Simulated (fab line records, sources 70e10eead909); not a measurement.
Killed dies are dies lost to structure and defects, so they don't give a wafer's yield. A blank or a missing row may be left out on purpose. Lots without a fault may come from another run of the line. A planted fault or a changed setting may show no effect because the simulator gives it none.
Chamber matching | flow nand_harc | NHARC_A_STAIRCASE_ETCH_444 on rie_diel-06: 4 sister chambers
The step etches the open film in C4F8/O2, target depth 10200 nm, time 3400 s. 8 wafers are shown with their chamber, then 8 later ones without.

WAFERS WITH THEIR CHAMBER
wafer  | chamber | rf_vpp_V (V) | oes_product_au (a.u.)
L076.5 | 2       | 804          | 0.921
L080.4 | 0       | 809          | 0.923
L080.5 | 2       | 804          | 0.928
L082.5 | 0       | 809          | 0.925
L083.1 | 3       | 807          | 0.932
L083.4 | 1       | 804          | 0.923
L083.5 | 3       | 809          | 0.929
L084.1 | 1       | 806          | 0.934

WAFERS WITHOUT THEIR CHAMBER
wafer  | rf_vpp_V (V) | oes_product_au (a.u.)
L084.3 | 809          | 0.929
L084.6 | 804          | 0.933
L089.1 | 805          | 0.930
L089.4 | 809          | 0.915
L089.6 | 807          | 0.929
L091.4 | 808          | 0.925
L091.5 | 806          | 0.933
L091.6 | 803          | 0.933

WHICH CHAMBER EACH WENT THROUGH
wafer  | from the rows above          | in truth
L084.3 | can't be placed: 0 or 3      | 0
L084.6 | can't be placed: 1 or 2      | 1
L089.1 | can't be placed: 1 or 2      | 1
L089.4 | can't be placed: 0 or 3      | 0
L089.6 | can't be placed: 3 or 1 or 0 | 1
L091.4 | can't be placed: 0 or 3      | 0
L091.5 | can't be placed: 1 or 3 or 2 | 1
L091.6 | can't be placed: 2 or 1      | 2
Placed correctly: 0 of 8. Can't be placed from these rows: 8 (the true chamber is among the candidates in 8). Placed wrongly: 0.
How it was worked out, from the rows above alone: a wafer's distance from a chamber is the root of the sum, over the readings, of the square of ((its reading less the chamber's mean) divided by the reading's scatter). The wafer belongs to the nearest chamber; if the next one is less than 2 further off, it can't be placed. A chamber's mean is the mean of its shown wafers. The scatter: the root of (the sum of the squares of (reading less its chamber's mean) over the shown wafers, divided by (wafers less chambers)).
